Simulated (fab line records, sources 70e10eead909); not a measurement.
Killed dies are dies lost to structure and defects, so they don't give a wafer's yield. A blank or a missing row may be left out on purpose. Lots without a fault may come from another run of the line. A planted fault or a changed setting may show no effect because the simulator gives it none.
Which tool did it? | flow nand_harc | 13 lots, 39 wafers sampled, at 5 steps of a route of 1302

WHAT THE GAUGES READ, wafer by wafer
NHARC_THIN_TSV_CD_MEAS_33: target cd 5000 nm. Usual: cd_nm 4999.1 nm, standard deviation 1.6.
lot  | measured     | on        | cd_nm (nm)           | flag
L507 | day 24 14:38 | cd_sem-01 | 5001.3 5001.0 4997.6 |
L508 | day 24 15:51 | cd_sem-01 | 5000.1 5000.1 4998.4 |
L509 | day 24 20:41 | cd_sem-02 | 4998.6 4996.7 4998.0 |
L510 | day 24 19:38 | cd_sem-02 | 4997.1 4997.0 5000.0 |
L511 | day 25 21:59 | cd_sem-03 | 4998.5 4998.7 4997.9 |
L513 | day 26 11:02 | cd_sem-01 | 5000.9 5000.7 5002.3 |
L515 | day 27 20:38 | cd_sem-02 | 4999.5 4997.5 4997.4 |
L517 | day 27 21:58 | cd_sem-02 | 5001.0 5000.6 5001.6 |
L516 | day 28 04:04 | cd_sem-01 | 4999.5 5000.2 4999.2 |
L518 | day 28 12:23 | cd_sem-01 | 4996.8 4999.5 4999.3 |
L520 | day 29 16:56 | cd_sem-01 | 4999.0 4999.1        |
L529 | day 33 07:47 | cd_sem-01 | 5000.2 4999.3 4999.5 |
L530 | day 33 19:34 | cd_sem-01 | 4999.2 4998.0 4996.9 |

NHARC_END_SORT_01. Usual: defect_limited_yield 91.1 %, standard deviation 2.9; killed_at_array 55, standard deviation 20; killed_at_other 0.7, standard deviation 0.96; killed_at_periphery 4.1, standard deviation 2.4; killed_dies 60, standard deviation 20; killed_open 3.3, standard deviation 1.9; killed_short 2.8, standard deviation 1.6.
lot  | measured     | on        | defect_limited_yield (%) | killed_at_array | killed_at_other | killed_at_periphery | killed_dies | killed_open | killed_short | flag
L520 | day 30 01:54 | prober-01 | 92.5 0.3 92.2            | 43 669 49       | 4 1 0           | 4 5 4               | 51 675 53   | 4 1 5       | 1 2 3        | OFF

WHICH TOOL RAN EACH LOT (tool, then ch and the chambers of the sampled wafers, then the start)
lot  | NHARC_A_BONDPAD_PVD_27       | NHARC_A_BONDPAD_ANNEAL_28        | NHARC_THIN_TSV_CMP_21
L507 | pvd_sputter-03, day 23 15:49 | rtp_anneal-01 ch 0, day 23 16:19 | cmp-01 ch 0,1,2, day 24 13:13
L508 | pvd_sputter-03, day 23 16:45 | rtp_anneal-01 ch 0, day 23 17:20 | cmp-02 ch 1,2,3, day 24 14:15
L509 | pvd_sputter-02, day 23 23:50 | rtp_anneal-02 ch 0, day 24 00:35 | cmp-01 ch 1,2,3, day 24 19:09
L510 | pvd_sputter-03, day 24 00:53 | rtp_anneal-01 ch 0, day 24 01:27 | cmp-01 ch 0,1, day 24 18:02
L511 | pvd_sputter-01, day 24 23:17 | rtp_anneal-02 ch 0, day 24 23:50 | cmp-01 ch 0,1,3, day 25 20:34
L513 | pvd_sputter-02, day 25 13:02 | rtp_anneal-02 ch 0, day 25 13:40 | cmp-01 ch 1,2,3, day 26 09:29
L515 | pvd_sputter-01, day 27 00:54 | rtp_anneal-02 ch 0, day 27 01:25 | cmp-03 ch 0,2, day 27 19:10
L517 | pvd_sputter-03, day 27 02:14 | rtp_anneal-01 ch 0, day 27 02:51 | cmp-02 ch 0,3, day 27 20:23
L516 | pvd_sputter-02, day 27 07:11 | rtp_anneal-01 ch 0, day 27 07:42 | cmp-01 ch 0,1,3, day 28 02:28
L518 | pvd_sputter-03, day 27 15:52 | rtp_anneal-01 ch 0, day 27 16:29 | cmp-02 ch 0,2,3, day 28 10:50
L520 | pvd_sputter-03, day 28 20:28 | rtp_anneal-01 ch 0, day 28 21:00 | cmp-03 ch 0, day 29 15:22
L529 | pvd_sputter-01, day 32 11:49 | rtp_anneal-01 ch 0, day 32 12:20 | cmp-01 ch 0,1,3, day 33 06:18
L530 | pvd_sputter-03, day 32 22:10 | rtp_anneal-01 ch 0, day 32 22:44 | cmp-02 ch 0,2,3, day 33 18:06
- NHARC_A_BONDPAD_PVD_27: deposits Cu, target thk 30 nm, time 20.49 s.
- NHARC_A_BONDPAD_ANNEAL_28: time 90 s.
- NHARC_THIN_TSV_CMP_21: polishes, t overpolish 30 s, target thk 2000 nm.

WHAT THE TOOLS THEMSELVES READ (means of the sampled wafers that have a number; where no wafer has one, the mark that the record gives instead)
NHARC_A_BONDPAD_PVD_27. Usual: throttle_valve_pct 30.1 %, standard deviation 1.
lot  | tool           | throttle_valve_pct (%) | flag
L507 | pvd_sputter-03 | 29.1                   |
L508 | pvd_sputter-03 | 29.4                   |
L509 | pvd_sputter-02 | 30.5                   |
L510 | pvd_sputter-03 | 29.1                   |
L511 | pvd_sputter-01 | 30.7                   |
L513 | pvd_sputter-02 | 30.7                   |
L515 | pvd_sputter-01 | 29.6                   |
L517 | pvd_sputter-03 | 29.4                   |
L516 | pvd_sputter-02 | 30.6                   |
L518 | pvd_sputter-03 | 28.6                   |
L520 | pvd_sputter-03 | 29.8                   |
L529 | pvd_sputter-01 | 30.5                   |
L530 | pvd_sputter-03 | 29.4                   |

NHARC_A_BONDPAD_ANNEAL_28. Usual: anneal_temp_c 225.02 C, standard deviation 0.17; wafer_temp_C_max 225.9, standard deviation 0.34.
lot  | tool          | anneal_temp_c (C) | wafer_temp_C_max | flag
L507 | rtp_anneal-01 | 225.23            | 225.5            |
L508 | rtp_anneal-01 | 225.22            | 225.7            |
L509 | rtp_anneal-02 | 225.22            | 226.3            |
L510 | rtp_anneal-01 | 224.94            | 226.0            |
L511 | rtp_anneal-02 | 225.10            | 226.4            |
L513 | rtp_anneal-02 | 224.99            | 226.2            |
L515 | rtp_anneal-02 | 224.79            | 226.2            |
L517 | rtp_anneal-01 | 224.79            | 225.7            |
L516 | rtp_anneal-01 | 225.08            | 225.8            |
L518 | rtp_anneal-01 | 224.93            | 225.5            |
L520 | rtp_anneal-01 | 225.18            | 225.7            |
L529 | rtp_anneal-01 | 225.00            | 225.6            |
L530 | rtp_anneal-01 | 225.22            | 225.5            |

NHARC_THIN_TSV_CMP_21. Usual: motor_current_A 12.1 A, standard deviation 1.1; overpolish_run_s 30.000 s, standard deviation 0.0092; retaining_ring_pressure_frac 0.999, standard deviation 0.0049; slurry_flow_ml_min 150.1, standard deviation 0.41.
lot  | tool   | motor_current_A (A) | overpolish_run_s (s) | retaining_ring_pressure_frac | slurry_flow_ml_min | flag
L507 | cmp-01 | 12.5                | 30.008               | 0.997                        | 150.0              |
L508 | cmp-02 | 12.0                | 29.994               | 0.997                        | 150.1              |
L509 | cmp-01 | 11.6                | 29.999               | 1.005                        | 149.9              |
L510 | cmp-01 | 12.6                | 30.005               | 1.001                        | 150.1              |
L511 | cmp-01 | 12.2                | 30.005               | 1.001                        | 150.1              |
L513 | cmp-01 | 11.8                | 30.002               | 0.999                        | 150.4              |
L515 | cmp-03 | 12.5                | 29.998               | 0.996                        | 150.2              |
L517 | cmp-02 | 12.6                | 30.009               | 1.004                        | 150.3              |
L516 | cmp-01 | 12.1                | 29.997               | 0.999                        | 150.3              |
L518 | cmp-02 | 12.2                | 29.999               | 0.993                        | 150.4              |
L520 | cmp-03 | 13.3                | 30.005               | 1.007                        | 150.7              |
L529 | cmp-01 | 12.2                | 29.998               | 1.002                        | 149.7              |
L530 | cmp-02 | 12.6                | 30.006               | 0.996                        | 150.0              |

THE ANSWER, worked out from the rows above alone
Rule: a lot is off if the mean of its wafers that have a number lies more than 3 standard deviations from the usual mean. A lot without any number at a reading at which 4 lots or more have one is off too. The other lots that the step has rows for count as sound. The gauges are gone through in route order, then the tools' own readings, and for those a lot's mean is taken as printed above. The first step at which some lot is off is used, and at that step the reading that is off furthest; a lot without a number counts as furthest.
Off: L520, at NHARC_END_SORT_01 (defect_limited_yield). Neither off nor sound, because the step has no rows for them: L507, L508, L509, L510, L511, L513, L515, L517, L516, L518, L529, L530.
A tool fits if, at a process step before that reading, it ran every lot that is off, and no sound lot after the first of them. The gauges at NHARC_END_SORT_01 are tried like those tools. Can't be told from this: 4 tools fit, pvd_sputter-03 at NHARC_A_BONDPAD_PVD_27, rtp_anneal-01 at NHARC_A_BONDPAD_ANNEAL_28, cmp-03 at NHARC_THIN_TSV_CMP_21, prober-01 at NHARC_END_SORT_01.

WHAT THE SIMULATOR HAD PUT IN
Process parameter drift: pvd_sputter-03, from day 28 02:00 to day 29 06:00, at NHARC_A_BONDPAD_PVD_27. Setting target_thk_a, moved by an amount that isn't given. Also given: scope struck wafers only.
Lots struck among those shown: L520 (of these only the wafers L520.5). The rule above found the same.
